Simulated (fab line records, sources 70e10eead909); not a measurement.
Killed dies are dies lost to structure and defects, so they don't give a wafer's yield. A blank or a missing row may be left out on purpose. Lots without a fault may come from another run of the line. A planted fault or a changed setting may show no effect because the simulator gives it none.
Chamber matching | flow nand_harc | NHARC_P_GATE_DESCUM_48 on rie_diel-06: 4 sister chambers
The step chemistry O2, time 3 s. 4 wafers are shown with their chamber, then 8 later ones without.

WAFERS WITH THEIR CHAMBER
wafer  | chamber | oes_product_au (a.u.)
L601.4 | 0       | 0.988
L607.2 | 2       | 0.996
L607.4 | 1       | 0.991
L611.3 | 3       | 0.988

WAFERS WITHOUT THEIR CHAMBER
wafer  | oes_product_au (a.u.)
L611.5 | 0.988
L611.6 | 0.995
L622.1 | 0.995
L622.2 | 0.993
L622.6 | 0.983
L623.3 | 1.004
L623.4 | 1.008
L623.5 | 0.997

WHICH CHAMBER EACH WENT THROUGH
wafer  | from the rows above               | in truth
L611.5 | can't be placed: 0 or 3 or 1 or 2 | 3
L611.6 | can't be placed: 2 or 1 or 0 or 3 | 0
L622.1 | can't be placed: 2 or 1 or 0 or 3 | 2
L622.2 | can't be placed: 1 or 2 or 0 or 3 | 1
L622.6 | can't be placed: 0 or 3 or 1 or 2 | 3
L623.3 | can't be placed: 2 or 1 or 0 or 3 | 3
L623.4 | can't be placed: 2 or 1 or 0 or 3 | 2
L623.5 | can't be placed: 2 or 1 or 0 or 3 | 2
Placed correctly: 0 of 8. Can't be placed from these rows: 8 (the true chamber is among the candidates in 8). Placed wrongly: 0.
How it was worked out, from the rows above alone: a wafer's distance from a chamber is the root of the sum, over the readings, of the square of ((its reading less the chamber's mean) divided by the reading's scatter). The wafer belongs to the nearest chamber; if the next one is less than 2 further off, it can't be placed. A chamber's mean is the mean of its shown wafers. The scatter: with one shown wafer a chamber, the root of the mean of the squares of how far each hidden wafer lies from its nearest shown one.
